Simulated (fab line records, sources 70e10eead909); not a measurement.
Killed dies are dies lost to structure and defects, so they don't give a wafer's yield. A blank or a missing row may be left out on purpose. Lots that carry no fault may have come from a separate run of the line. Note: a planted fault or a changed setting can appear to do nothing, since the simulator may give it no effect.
Code-filled problem report in 8D (eight disciplines) form | flow nand-harc | the parts of the form that need people (team, actions taken, sign-off) are left out

== 1. THE ISSUE ==
Wafers without a fault read 188.44 W, standard deviation 0.13; heater-power-total-W at NHARC_P_M2_SOFTBAKE_04 reads a mean of 197.56 W on 6 wafers belonging to 2 lots. That is +70 standard deviations from the usual mean.
The step: time 55 s.
First observed at day 12 12:00: wafer L615.2, on litho-track-04. Wafers with a number at this step in the record: 36, from 12 lots. Rule for "out" (also "out of limits"): further than 4 standard deviations from the usual mean. Any other wafer with a number is counted as sound.

== 2. WHAT IT IS; WHAT IT IS NOT ==
question                    | is                     | is not
which readings at this step | heater-power-total-W   | -
which lots                  | L615, L618             | L601, L604, L606, L607, L608, L612, L616, L622, L623, L624
which wafers of those lots  | all that have a number | -
read on which tools         | litho-track-04         | litho-track-01, litho-track-06
when                        | from day 12 12:00      | up to then (18 sound wafers); but 12 sound wafers of L616, L622, L623, L624 came after

== 3. SUSPECTS, AND WHAT RULES EACH OUT ==
Counting: any tool at a process step up to the reading is kept as a suspect provided that every lot that is out went through it and no sound lot did after the first of them.
- litho-track-04 at NHARC_P_M2_SOFTBAKE_04 (time 55 s): ruled out as a lasting fault. Following L615 (day 12 12:00), the first lot on it that is out, the sound lots L624 were run on it.
Left after counting: nothing in the record.

== 4. THE CAUSE (what the simulator had put in) ==
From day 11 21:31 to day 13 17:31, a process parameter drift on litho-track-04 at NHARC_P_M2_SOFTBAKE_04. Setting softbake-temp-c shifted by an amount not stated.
Counting ruled it out, wrongly.

== 5. THE CHAIN OF EFFECTS, in route order ==
Rows list readings where the struck wafers' mean (over those with a number) sits beyond 3 standard deviations from the usual. Only readings whose record carries a usual standard deviation are examined. hours: median over the lots of the time between each lot's start at the first step of this table that gives one and its start at this step. sigmas: the change, counted in usual standard deviations.
hours | step                   | reading              | usual    | on struck wafers | change | sigmas
0     | NHARC_P_M2_SOFTBAKE_04 | heater-power-total-W | 188.44 W | 197.56           | +9.12  | +70
Here are the process steps it includes:
- NHARC_P_M2_SOFTBAKE_04: time 55 s.

== 6. WHAT WOULD HAVE CAUGHT IT SOONER ==
In this record the first reading out of limits was taken at day 12 12:00, 14 hours after the fault began at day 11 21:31.
